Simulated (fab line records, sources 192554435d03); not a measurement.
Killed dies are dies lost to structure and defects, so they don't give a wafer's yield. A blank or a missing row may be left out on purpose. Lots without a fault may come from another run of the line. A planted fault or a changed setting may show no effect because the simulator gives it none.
Chamber matching | flow n5_finfet | N5_BEOL_M13_ETCH_67 on rie_diel-06: 4 sister chambers
The step etches SiARC in CF4, target depth 143 nm, time 238.3 s. 16 wafers are shown with their chamber, then 8 later ones without.

WAFERS WITH THEIR CHAMBER
wafer  | chamber | showerhead_plenum_p_Torr (Torr) | throttle_valve_pct (%) | oes_product_au (a.u.)
L076.2 | 0       | 2.10                            | 15.3                   | 0.74
L076.5 | 1       | 2.06                            | 16.1                   | 0.63
L076.6 | 3       | 2.28                            | 15.8                   | 0.76
L075.1 | 2       | 2.21                            | 15.4                   | 0.59
L075.4 | 1       | 2.06                            | 16.2                   | 0.62
L075.5 | 3       | 2.28                            | 15.8                   | 0.75
L078.1 | 2       | 2.21                            | 15.4                   | 0.58
L078.4 | 3       | 2.28                            | 15.8                   | 0.75
L078.6 | 1       | 2.06                            | 16.2                   | 0.63
L080.2 | 1       | 2.06                            | 16.2                   | 0.62
L080.4 | 0       | 2.10                            | 15.3                   | 0.73
L080.5 | 0       | 2.10                            | 15.3                   | 0.72
L082.1 | 3       | 2.27                            | 15.9                   | 0.73
L082.3 | 1       | 2.06                            | 16.2                   | 0.63
L082.6 | 1       | 2.06                            | 16.2                   | 0.62
L086.3 | 1       | 2.06                            | 16.2                   | 0.62

SIGNATURES (means of the wafers above)
reading                  | chamber 0 | chamber 1 | chamber 2 | chamber 3 | scatter within a chamber
showerhead_plenum_p_Torr | 2.1000    | 2.0600    | 2.2100    | 2.2775    | 0.0025
throttle_valve_pct       | 15.300    | 16.186    | 15.400    | 15.825    | 0.0366
oes_product_au           | 0.7300    | 0.6243    | 0.5850    | 0.7475    | 0.00864
Rule: a wafer's distance from a chamber is the root of the sum, over the readings, of the square of ((its reading less the chamber's mean) divided by the reading's scatter). The wafer belongs to the nearest chamber; if the next one is less than 2 further off, it can't be placed. The scatter: the root of (the sum of the squares of (reading less its chamber's mean) over the shown wafers, divided by (wafers less chambers)).

WAFERS WITHOUT THEIR CHAMBER
wafer  | showerhead_plenum_p_Torr (Torr) | throttle_valve_pct (%) | oes_product_au (a.u.)
L086.5 | 2.27                            | 15.9                   | 0.74
L086.6 | 2.20                            | 15.4                   | 0.58
L094.1 | 2.20                            | 15.4                   | 0.58
L094.3 | 2.27                            | 15.9                   | 0.72
L094.4 | 2.05                            | 16.2                   | 0.59
L096.1 | 2.05                            | 16.2                   | 0.60
L096.5 | 2.27                            | 15.9                   | 0.71
L096.6 | 2.05                            | 16.2                   | 0.59

WHICH CHAMBER EACH WENT THROUGH
wafer  | from the rows above | in truth
L086.5 | 3                   | 3
L086.6 | 2                   | 2
L094.1 | 2                   | 2
L094.3 | 3                   | 3
L094.4 | 1                   | 1
L096.1 | 1                   | 1
L096.5 | 3                   | 3
L096.6 | 1                   | 1
Placed correctly: 8 of 8. Can't be placed from these rows: 0. Placed wrongly: 0.
